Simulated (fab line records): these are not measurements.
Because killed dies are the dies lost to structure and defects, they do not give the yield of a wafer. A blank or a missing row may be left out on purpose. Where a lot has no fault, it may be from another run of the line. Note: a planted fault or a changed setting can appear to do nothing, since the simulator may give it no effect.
Matching of chambers	flow nand_harc	pecvd-04 running NHARC_A_M1_PRE_CLEAN_32: 3 sister chambers
The step time 12 s. 20 wafers are shown with their chamber, then 10 later ones without.

## WAFERS WITH THEIR CHAMBER
wafer	chamber	heater_power_w (W)
L075.2	2	661
L075.4	2	636
L075.5	1	536
L079.1	0	624
L079.4	2	599
L079.5	0	635
L078.1	1	542
L078.3	2	617
L078.4	2	623
L081.2	2	604
L081.4	2	610
L081.6	0	608
L088.1	1	563
L088.3	0	655
L088.6	1	560
L086.2	2	635
L086.3	0	605
L086.5	1	491
L089.3	2	537
L089.5	2	539

SIGNATURES (means of the wafers above)
reading	chamber 0	chamber 1	chamber 2	scatter within a chamber
heater_power_w	625.40	538.40	606.10	33.9
Rule: a wafer's distance from a chamber is the root of the sum, over the readings, of the square of ((its reading less the chamber's mean) divided by the reading's scatter). If the next closest chamber is less than 2 further off than the closest, the wafer can't be placed; otherwise it belongs to the closest. The scatter: take each reading less its chamber's mean, square it, sum over the shown wafers, divide by the number of wafers less the number of chambers, and take the root.

## WAFERS WITH NO CHAMBER GIVEN
wafer	heater_power_w (W)
L089.6	569
L085.1	590
L085.2	665
L085.3	621
L093.1	643
L093.3	682
L093.5	529
L092.3	674
L092.5	628
L092.6	664

## CHAMBER TAKEN BY EACH
wafer	from the rows above	in truth
L089.6	can't be placed: 1 or 2 or 0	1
L085.1	can't be placed: 2 or 0 or 1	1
L085.2	can't be placed: 0 or 2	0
L085.3	can't be placed: 0 or 2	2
L093.1	can't be placed: 0 or 2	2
L093.3	can't be placed: 0 or 2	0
L093.5	can't be placed: 1 or 2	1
L092.3	can't be placed: 0 or 2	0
L092.5	can't be placed: 0 or 2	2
L092.6	can't be placed: 0 or 2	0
0 of 10 placed correctly. These rows do not allow placing 10 (true chamber among the candidates in 10). Wrongly placed: 0.
